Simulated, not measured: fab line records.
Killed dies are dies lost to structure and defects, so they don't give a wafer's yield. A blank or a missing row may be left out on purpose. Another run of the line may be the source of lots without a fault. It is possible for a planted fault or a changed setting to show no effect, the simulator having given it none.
Matching of chambers | flow n5-finfet | rie-diel-01 running N5_BEOL_M0_ETCH_109: 4 sister chambers
The step etches SiCN in CH3F/O2, target depth 8 nm, overetch 2.4 nm, time 27.4 s. 8 wafers are shown with their chamber, then 10 later ones without.

EACH WAFER AND ITS CHAMBER
wafer  | chamber | drypump-motor-current-A (A) | throttle-valve-pct (%)
L584.6 | 2       | 6.2                         | 16.72
L586.2 | 0       | 6.2                         | 16.45
L586.4 | 3       | 5.2                         | 16.52
L587.3 | 0       | 6.2                         | 16.47
L587.4 | 3       | 5.1                         | 16.50
L587.6 | 1       | 5.9                         | 16.12
L588.1 | 2       | 6.2                         | 16.32
L588.2 | 1       | 5.9                         | 16.13

WAFERS WITHOUT THEIR CHAMBER
wafer  | drypump-motor-current-A (A) | throttle-valve-pct (%)
L588.6 | 6.2                         | 16.47
L599.2 | 6.2                         | 16.38
L599.4 | 6.2                         | 16.52
L599.6 | 5.9                         | 16.19
L598.1 | 6.2                         | 16.53
L598.5 | 6.2                         | 16.38
L598.6 | 5.1                         | 16.02
L605.1 | 6.2                         | 16.55
L605.4 | 6.2                         | 16.38
L605.5 | 5.9                         | 16.22

EACH ONE'S CHAMBER
wafer  | from the rows above     | in truth
L588.6 | can't be placed: 0 or 2 | 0
L599.2 | can't be placed: 0 or 2 | 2
L599.4 | can't be placed: 2 or 0 | 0
L599.6 | 1                       | 1
L598.1 | can't be placed: 2 or 0 | 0
L598.5 | can't be placed: 0 or 2 | 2
L598.6 | 3                       | 3
L605.1 | can't be placed: 2 or 0 | 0
L605.4 | can't be placed: 0 or 2 | 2
L605.5 | 1                       | 1
Placed correctly: 3 of 10. These rows do not allow placing 7 (true chamber among the candidates in 7). Wrongly placed: 0.
How it was worked out, from the rows above alone: a wafer's distance from a chamber is the root of the sum, over the readings, of the square of ((its reading less the chamber's mean) divided by the reading's scatter). The wafer belongs to the nearest chamber; if the next one is less than 2 further off, it can't be placed. A chamber's mean is the mean of its shown wafers. The scatter: the root of (the sum of the squares of (reading less its chamber's mean) over the shown wafers, divided by (wafers less chambers)).
